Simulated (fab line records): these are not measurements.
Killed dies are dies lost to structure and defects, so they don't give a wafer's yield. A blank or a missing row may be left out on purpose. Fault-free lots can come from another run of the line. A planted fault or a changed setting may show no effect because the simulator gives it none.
Chamber matching || flow nand harc || NHARC_A_STAIRCASE_DESCUM_11 on rie diel-04 has 4 sister chambers
The step chemistry O2, time 3 s. 8 wafers are shown with their chamber, then 9 later ones without.

WAFERS, EACH WITH ITS CHAMBER
{"wafer": "L085.2", "chamber": 2, "drypump motor current A (A)": 5.2, "showerhead plenum p Torr (Torr)": 1.91}
{"wafer": "L085.6", "chamber": 0, "drypump motor current A (A)": 6.0, "showerhead plenum p Torr (Torr)": 1.93}
{"wafer": "L089.5", "chamber": 0, "drypump motor current A (A)": 6.0, "showerhead plenum p Torr (Torr)": 1.92}
{"wafer": "L088.1", "chamber": 3, "drypump motor current A (A)": 5.4, "showerhead plenum p Torr (Torr)": 1.80}
{"wafer": "L088.4", "chamber": 1, "drypump motor current A (A)": 5.5, "showerhead plenum p Torr (Torr)": 1.86}
{"wafer": "L091.1", "chamber": 2, "drypump motor current A (A)": 5.2, "showerhead plenum p Torr (Torr)": 1.91}
{"wafer": "L091.4", "chamber": 1, "drypump motor current A (A)": 5.5, "showerhead plenum p Torr (Torr)": 1.86}
{"wafer": "L091.5", "chamber": 3, "drypump motor current A (A)": 5.3, "showerhead plenum p Torr (Torr)": 1.79}

WAFERS WHOSE CHAMBER IS MISSING
{"wafer": "L093.2", "drypump motor current A (A)": 5.5, "showerhead plenum p Torr (Torr)": 1.86}
{"wafer": "L093.4", "drypump motor current A (A)": 5.4, "showerhead plenum p Torr (Torr)": 1.79}
{"wafer": "L093.5", "drypump motor current A (A)": 6.0, "showerhead plenum p Torr (Torr)": 1.92}
{"wafer": "L094.4", "drypump motor current A (A)": 5.5, "showerhead plenum p Torr (Torr)": 1.86}
{"wafer": "L094.5", "drypump motor current A (A)": 5.2, "showerhead plenum p Torr (Torr)": 1.90}
{"wafer": "L094.6", "drypump motor current A (A)": 5.5, "showerhead plenum p Torr (Torr)": 1.86}
{"wafer": "L096.4", "drypump motor current A (A)": 5.4, "showerhead plenum p Torr (Torr)": 1.79}
{"wafer": "L096.5", "drypump motor current A (A)": 5.1, "showerhead plenum p Torr (Torr)": 1.90}
{"wafer": "L096.6", "drypump motor current A (A)": 5.5, "showerhead plenum p Torr (Torr)": 1.86}

CHAMBER TAKEN BY EACH
{"wafer": "L093.2", "from the rows above": 1, "in truth": 1}
{"wafer": "L093.4", "from the rows above": 3, "in truth": 3}
{"wafer": "L093.5", "from the rows above": 0, "in truth": 0}
{"wafer": "L094.4", "from the rows above": 1, "in truth": 1}
{"wafer": "L094.5", "from the rows above": 2, "in truth": 2}
{"wafer": "L094.6", "from the rows above": 1, "in truth": 1}
{"wafer": "L096.4", "from the rows above": 3, "in truth": 3}
{"wafer": "L096.5", "from the rows above": 2, "in truth": 2}
{"wafer": "L096.6", "from the rows above": 1, "in truth": 1}
Correct placement for 9 of the 9. From these rows, 0 cannot be placed. Wrongly placed: 0.
How it was worked out, from the rows above alone: a wafer's distance from a chamber is the root of the sum, over the readings, of the square of ((its reading less the chamber's mean) divided by the reading's scatter). The wafer belongs to the nearest chamber; if the next one is less than 2 further off, it can't be placed. For every chamber, the mean is computed from those of its wafers that are shown. The scatter: the root of (the sum of the squares of (reading less its chamber's mean) over the shown wafers, divided by (wafers less chambers)).
